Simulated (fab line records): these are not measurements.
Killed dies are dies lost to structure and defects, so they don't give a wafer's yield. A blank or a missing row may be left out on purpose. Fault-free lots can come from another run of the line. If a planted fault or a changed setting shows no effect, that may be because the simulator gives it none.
Matching of chambers | flow nandHarc | rieDiel-02 running NHARC_A_CHANNEL_HOLE_D2_DESCUM_15: 4 sister chambers
The step chemistry O2, time 3 s. 8 wafers are shown with their chamber, then 9 later ones without.

EACH WAFER AND ITS CHAMBER
wafer  | chamber | drypumpMotorCurrentA (A) | oesProductAu (a.u.)
L087.3 | 3       | 4.7                      | 1.007
L088.5 | 2       | 6.3                      | 1.007
L090.1 | 0       | 6.2                      | 1.005
L090.2 | 2       | 6.2                      | 1.005
L090.5 | 1       | 6.0                      | 1.010
L093.1 | 1       | 6.0                      | 1.006
L093.3 | 0       | 6.2                      | 1.019
L093.4 | 3       | 4.7                      | 1.010

WAFERS MISSING THEIR CHAMBER
wafer  | drypumpMotorCurrentA (A) | oesProductAu (a.u.)
L094.1 | 6.0                      | 1.001
L094.4 | 6.2                      | 1.009
L094.5 | 6.0                      | 0.996
L095.1 | 6.3                      | 1.012
L095.4 | 6.0                      | 1.012
L095.5 | 6.3                      | 1.008
L096.2 | 6.3                      | 0.994
L096.3 | 6.2                      | 1.007
L096.6 | 6.2                      | 1.013

THE CHAMBER EACH PASSED THROUGH
wafer  | from the rows above     | in truth
L094.1 | 1                       | 1
L094.4 | can't be placed: 0 or 2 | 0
L094.5 | 1                       | 1
L095.1 | can't be placed: 2 or 0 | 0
L095.4 | 1                       | 1
L095.5 | can't be placed: 2 or 0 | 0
L096.2 | can't be placed: 2 or 0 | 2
L096.3 | can't be placed: 0 or 2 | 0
L096.6 | can't be placed: 0 or 2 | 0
Correctly placed: 3 of 9. Not placeable from these rows: 6 (in 6, the candidates include the true chamber). Placed wrongly: 0.
How it was worked out, from the rows above alone: a wafer's distance from a chamber is the root of the sum, over the readings, of the square of ((its reading less the chamber's mean) divided by the reading's scatter). The wafer belongs to the nearest chamber; if the next one is less than 2 further off, it can't be placed. For every chamber, the mean is computed from those of its wafers that are shown. How the scatter is found: for the shown wafers, subtract from each reading the mean of its chamber, square and add these, divide the total by (wafers less chambers), then take the root.
